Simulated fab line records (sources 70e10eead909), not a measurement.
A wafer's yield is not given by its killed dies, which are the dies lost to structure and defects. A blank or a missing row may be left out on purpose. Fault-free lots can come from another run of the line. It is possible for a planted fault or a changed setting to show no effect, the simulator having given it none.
Matching of chambers + flow nand-harc + NHARC_P_STI_ETCH_42 on rie-diel-07 has 4 sister chambers
The step etches the open film in N2/H2, target depth 80 nm, overetch 24 nm, time 61 s. 14 wafers are shown with their chamber, then 7 later ones without.

## WAFERS, EACH WITH ITS CHAMBER
| wafer  | chamber | showerhead-plenum-p-Torr (Torr) | drypump-motor-current-A (A) | rf-vpp-V (V) |
|--------|---------|---------------------------------|-----------------------------|--------------|
| L333.1 | 0       | 1.96                            | 6.0                         | 429.9        |
| L333.3 | 2       | 2.02                            | 5.9                         | 430.0        |
| L333.5 | 1       | 2.04                            | 5.2                         | 430.3        |
| L342.1 | 3       | 2.07                            | 5.4                         | 429.8        |
| L342.3 | 1       | 2.04                            | 5.2                         | 431.7        |
| L342.5 | 0       | 1.95                            | 6.0                         | 427.9        |
| L344.2 | 2       | 2.02                            | 5.9                         | 429.9        |
| L344.3 | 1       | 2.04                            | 5.2                         | 430.6        |
| L344.6 | 3       | 2.07                            | 5.3                         | 430.7        |
| L348.3 | 1       | 2.04                            | 5.2                         | 430.7        |
| L348.5 | 0       | 1.95                            | 6.0                         | 428.5        |
| L348.6 | 3       | 2.06                            | 5.3                         | 431.1        |
| L349.1 | 0       | 1.95                            | 5.9                         | 429.0        |
| L349.2 | 3       | 2.06                            | 5.3                         | 431.4        |

SIGNATURES (means of the wafers above)
| reading                  | chamber 0 | chamber 1 | chamber 2 | chamber 3 | scatter within a chamber |
|--------------------------|-----------|-----------|-----------|-----------|--------------------------|
| showerhead-plenum-p-Torr | 1.9525    | 2.0400    | 2.0200    | 2.0650    | 0.00418                  |
| drypump-motor-current-A  | 5.975     | 5.200     | 5.900     | 5.325     | 0.0387                   |
| rf-vpp-V                 | 428.825   | 430.825   | 429.950   | 430.750   | 0.686                    |
Rule: a wafer lies at a distance from a chamber equal to the root of the sum of squares, over the readings, of (its reading less the chamber's mean, divided by the reading's scatter). If the next closest chamber is less than 2 further off than the closest, the wafer can't be placed; otherwise it belongs to the closest. The scatter is the square root of a quotient: the sum, over the shown wafers, of each reading's squared deviation from its chamber's mean, divided by wafers minus chambers.

## WAFERS WHOSE CHAMBER IS MISSING
| wafer  | showerhead-plenum-p-Torr (Torr) | drypump-motor-current-A (A) | rf-vpp-V (V) |
|--------|---------------------------------|-----------------------------|--------------|
| L349.4 | 2.04                            | 5.2                         | 429.5        |
| L350.4 | 2.04                            | 5.2                         | 430.4        |
| L350.5 | 2.06                            | 5.3                         | 431.3        |
| L350.6 | 1.95                            | 6.0                         | 428.3        |
| L353.1 | 2.06                            | 5.3                         | 431.4        |
| L353.4 | 1.95                            | 6.0                         | 426.3        |
| L353.5 | 2.04                            | 5.2                         | 431.0        |

## WHICH CHAMBER EACH WENT THROUGH
| wafer  | from the rows above | in truth |
|--------|---------------------|----------|
| L349.4 | 1                   | 1        |
| L350.4 | 1                   | 1        |
| L350.5 | 3                   | 3        |
| L350.6 | 0                   | 0        |
| L353.1 | 3                   | 3        |
| L353.4 | 0                   | 0        |
| L353.5 | 1                   | 1        |
Correct placement for 7 of the 7. From these rows, 0 cannot be placed. Wrongly placed: 0.
